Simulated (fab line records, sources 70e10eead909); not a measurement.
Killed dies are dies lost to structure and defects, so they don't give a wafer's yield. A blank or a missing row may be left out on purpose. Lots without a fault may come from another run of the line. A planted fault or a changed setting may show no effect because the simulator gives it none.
Which tool did it? | flow nand_harc | 11 lots, 33 wafers sampled, at 5 steps of a route of 1302

WHAT THE GAUGES READ, wafer by wafer
NHARC_END_SORT_01.
lot  | measured     | on        | killed_at_array
L888 | day 29 15:56 | prober-02 | 65 70 675
L891 | day 30 12:46 | prober-02 | 32 42 674

WHICH TOOL RAN EACH LOT (tool, then ch and the chambers of the sampled wafers, then the start)
lot  | NHARC_A_CONTACT_ETCH_76                       | NHARC_A_CONTACT_ETCH_78                       | NHARC_A_CONTACT_ETCH_131             | NHARC_A_CONTACT_ETCH_97
L876 | rie_diel-10 ch 1,2, day 21 20:47 or earlier   | rie_diel-10 ch 0,2,3, day 21 20:47 or earlier | har_cap_etch-03 ch 0,1, day 21 20:47 | rie_diel-10 ch 0,3, day 21 22:04
L878 | rie_diel-03 ch 0,1,2, day 22 04:50 or earlier | rie_diel-03 ch 0,2, day 22 04:50 or earlier   | har_cap_etch-02 ch 0,1, day 22 04:50 | rie_diel-10 ch 0,2,3, day 22 06:05
L877 | rie_diel-13 ch 0,1,2, day 22 11:07 or earlier | rie_diel-13 ch 1,2, day 22 11:07 or earlier   | har_cap_etch-02 ch 0,1, day 22 11:07 | rie_diel-10 ch 0,2, day 22 12:20
L881 | rie_diel-03 ch 0,2,3, day 23 10:58 or earlier | rie_diel-03 ch 0,2,3, day 23 10:58 or earlier | har_cap_etch-01 ch 0, day 23 10:58   | rie_diel-10 ch 1,2,3, day 23 12:13
L886 | rie_diel-03 ch 0,3, day 26 02:02 or earlier   | rie_diel-03 ch 0,1, day 26 02:02 or earlier   | har_cap_etch-01 ch 0,1, day 26 02:02 | rie_diel-13 ch 2,3, day 26 03:28
L888 | rie_diel-10 ch 1,2,3, day 27 06:46 or earlier | rie_diel-10 ch 1,2,3, day 27 06:46 or earlier | har_cap_etch-01 ch 0,1, day 27 06:46 | rie_diel-10 ch 0,1,3, day 27 07:57
L891 | rie_diel-13 ch 0,3, day 28 01:59 or earlier   | rie_diel-13 ch 1,2, day 28 01:59 or earlier   | har_cap_etch-02 ch 0,1, day 28 01:59 | rie_diel-10 ch 0,2, day 28 03:32
L893 | rie_diel-03 ch 0,3, day 28 10:40 or earlier   | rie_diel-03 ch 1,2,3, day 28 10:40 or earlier | har_cap_etch-02 ch 0,1, day 28 10:40 | rie_diel-13 ch 1,2,3, day 28 11:56
L896 | rie_diel-10 ch 0,1,3, day 31 04:38 or earlier | rie_diel-10 ch 0,1,2, day 31 04:38 or earlier | har_cap_etch-02 ch 0,1, day 31 04:38 | rie_diel-10 ch 0,1,2, day 31 05:54
L898 | rie_diel-03 ch 1,2,3, day 31 07:52 or earlier | rie_diel-03 ch 2,3, day 31 07:52 or earlier   | har_cap_etch-03 ch 0, day 31 07:52   | rie_diel-10 ch 1,3, day 31 09:08
L897 | rie_diel-10 ch 0,3, day 31 13:11 or earlier   | rie_diel-10 ch 0,3, day 31 13:11 or earlier   | har_cap_etch-03 ch 0,1, day 31 13:11 | rie_diel-10 ch 2,3, day 31 14:24
- NHARC_A_CONTACT_ETCH_76: etches the open film in N2/H2, target depth 260 nm, time 475.3 s.
- NHARC_A_CONTACT_ETCH_78: etches the open film in O2/COS, target depth 5300 nm, time 1378 s.
- NHARC_A_CONTACT_ETCH_131: etches the open film in C4F8/O2/Ar, time 197 s, target depth 1918 nm.
- NHARC_A_CONTACT_ETCH_97: etches the open film in C4F6/O2, target depth 20 nm, time 10 s.

THE ANSWER, worked out from the rows above alone
Rule: what is usual is taken from the lots themselves. Put in order of their means at a reading, lots are off if they are a third of the lots or fewer, leave a main group of 4 or more, and stand apart from it by a gap of 3 or more times the standard deviation of the main group's means; of several such gaps the widest counts. A main group whose means are all the same, to the digits that the tables above print for the reading, isn't used. A lot without any number at a reading at which 4 lots or more have one is off too. The other lots that the step has rows for count as sound.
No lot is off at any reading shown: from this, nothing can be told.

WHAT THE SIMULATOR HAD PUT IN
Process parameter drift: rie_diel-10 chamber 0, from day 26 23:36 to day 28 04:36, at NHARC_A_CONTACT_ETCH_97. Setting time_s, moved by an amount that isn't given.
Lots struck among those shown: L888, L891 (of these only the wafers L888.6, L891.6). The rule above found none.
